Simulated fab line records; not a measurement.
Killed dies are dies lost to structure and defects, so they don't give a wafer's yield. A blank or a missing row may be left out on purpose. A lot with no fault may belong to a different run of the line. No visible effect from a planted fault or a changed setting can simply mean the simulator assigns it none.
A struck lot beside a sound one	flow n5 finfet	41 steps out of a route of 1938
Sound: wafers L824.1, L824.3, L824.6. Wafers struck: L826.1, L826.4, L826.5. The cause is named last.
Each step with rows lists, per side, the tool, then ch with its chambers, then its first start. Under that, the readings that differ: sound wafers	struck wafers	difference of the means	sigmas: that difference in standard deviations of wafers without a fault.
alike: same words and numbers on both sides, and readings whose means sit less than 2 such deviations apart. not compared: any withheld reading, any reading some wafer has no value for, any bound like >300 that may hide the same value, and any number with overlapping values for which the record gives no deviation.
Wherever a step has rows on one side only, a row that says differs or no value, or a row with sigmas, the two part there. Non-overlapping numbers with no deviation appear without sigmas and do not part them. A reading missing from all wafers of one side parts the sides only when that side holds two or more wafers.

first, 2 steps without rows for these wafers: N5_BEOL_M3_SPUTTER_48 (material Cu, target thk 4.5 nm, time 8.29 s); N5_BEOL_M3_ANNEAL_49 (time 240 s).
N5_BEOL_M3_SPUTTER_79: material Cu, target thk 4.5 nm, time 8.29 s.
  sound: pvd sputter-03 at day 8 17:24; struck: pvd sputter-03 at day 8 21:52
  alike: chamber pressure pa, throttle valve pct
then, 4 steps without rows for these wafers: N5_BEOL_M3_ANNEAL_80 (time 240 s); N5_BEOL_M3_SPUTTER_81 (material Cu, target thk 4.5 nm, time 8.29 s); N5_BEOL_M3_ANNEAL_82 (time 240 s); N5_BEOL_M3_SPUTTER_86 (material Cu, target thk 4.5 nm, time 8.29 s).
N5_BEOL_M3_ANNEAL_87: time 240 s.
  sound: pvd sputter-03 at day 8 17:55; struck: pvd sputter-03 at day 8 22:23
  alike: heater power w
then, 2 steps without rows for these wafers: N5_BEOL_M3_SPUTTER_88 (material Cu, target thk 4.5 nm, time 8.29 s); N5_BEOL_M3_ANNEAL_89 (time 240 s).
N5_BEOL_M3_SPUTTER_90: material Cu, target thk 4.5 nm, time 8.29 s.
  sound: pvd sputter-03 at day 8 18:17; struck: pvd sputter-03 at day 8 22:44
  alike: chamber pressure pa, throttle valve pct
then, 1 step without rows for these wafers: N5_BEOL_M3_ANNEAL_91 (time 240 s).
N5_BEOL_M3_SPUTTER_92: material Cu, target thk 4.5 nm, time 8.29 s.
  sound: pvd sputter-03 at day 8 18:30; struck: pvd sputter-03 at day 8 22:58
  alike: chamber pressure pa, throttle valve pct
then, 7 steps without rows for these wafers: N5_BEOL_M3_ANNEAL_93 (time 240 s); N5_BEOL_M3_SPUTTER_94 (material Cu, target thk 4.5 nm, time 8.29 s); N5_BEOL_M3_ANNEAL_95 (time 240 s); N5_BEOL_M3_SPUTTER_96 (material Cu, target thk 4.5 nm, time 8.29 s); N5_BEOL_M3_ECD_50 (material Cu, target thk 300 nm); N5_BEOL_M3_ANNEAL_51 (time 90 s); N5_BEOL_M3_CMP_52 (polishes, stops on SiOC, t overpolish 6.8 s, target thk 40 nm).
N5_BEOL_M3_PRE_CLEAN_60: time 15 s.
  sound on cvd co-01 ch 0,1,2, day 8 19:47; struck on cvd co-02 ch 1,2, day 9 00:17
  alike: heater power w
N5_BEOL_M3_CO_CAP_55: material Co, precursor CCTBA/H2, target thk 2 nm, time 102.1 s.
  sound on cvd co-01 ch 0,1,2, day 8 19:49; struck on cvd co-02 ch 1,2, day 9 00:20
  alike: heater power w
then, 2 steps without rows for these wafers: N5_BEOL_M3_PRE_CLEAN_56 (time 15 s); N5_BEOL_M3_DEP_57 (deposits SiCN from 3MS/NH3, target thk 8 nm, time 14 s).
N5_BEOL_M3_RS_MEAS_58: a four-point-probe measurement.
  sound: film metro-01 at day 8 20:01; struck: film metro-02 at day 9 00:31
  alike: M3_RS
then, 1 step without rows for these wafers: N5_BEOL_M4_ILD_DEP_00 (deposits SiOC from DEMS/O2, target thk 79 nm, time 15.3 s).
N5_BEOL_M4_THK_MEAS_01:
  sound: film metro-01 at day 8 20:08; struck: film metro-02 at day 9 00:39
reading	sound	struck	difference	sigmas
M4_ILD_THK (nm)	76.6 77.9 78.7	78.1 80.0 81.5	+2.1	+2
then, 11 steps without rows for these wafers: N5_BEOL_M4_PECVD_72 (deposits SiO2 from TEOS/O2, target thk 16 nm, time 18 s); N5_BEOL_M4_HM_DEP_02 (deposits TiN, target thk 20 nm); N5_BEOL_M4_COAT_61 (time 60 s, resist thk 60 nm); N5_BEOL_M4_COAT_62 (time 60 s, resist thk 12 nm); N5_BEOL_M4_COAT_73 (time 60 s, resist thk 5 nm); N5_BEOL_M4_COAT_05 (resist thk 30 nm); N5_BEOL_M4_EBR_07; N5_BEOL_M4_SOFTBAKE_06 (time 60 s); N5_BEOL_M4_EXPOSE_08 (exposes mask M4); N5_BEOL_M4_PEB_09 (peb time 60 s); N5_BEOL_M4_DEVELOP_10 (develop time 30 s).
N5_BEOL_M4_CD_MEAS_11: the cd target is 16.79 nm.
  sound on cd sem-03 ch 0, day 8 21:13; struck on cd sem-03 ch 0, day 9 01:51
  alike: cd nm
N5_BEOL_M4_OVL_MEAS_12:
  sound on overlay-01 ch 0, day 8 21:14; struck on overlay-01 ch 0, day 9 01:53
  alike: M4_OVL
-- record jumps: 5 days separate the struck wafers' starts on either side; left off in module BEOL_M4, taken up again in module PASSIVATION, whose first shown step is the route's number 1936 --
N5_PASSIVATION_PROBE_49:
  record: rows for the struck wafers here (prober-02, day 14 11:22), none for the sound ones

== WHERE THEY PART ==
Last at N5_PASSIVATION_PROBE_49 as far as this record goes, first at N5_BEOL_M4_THK_MEAS_01.

WHY: what had been put in by the simulator
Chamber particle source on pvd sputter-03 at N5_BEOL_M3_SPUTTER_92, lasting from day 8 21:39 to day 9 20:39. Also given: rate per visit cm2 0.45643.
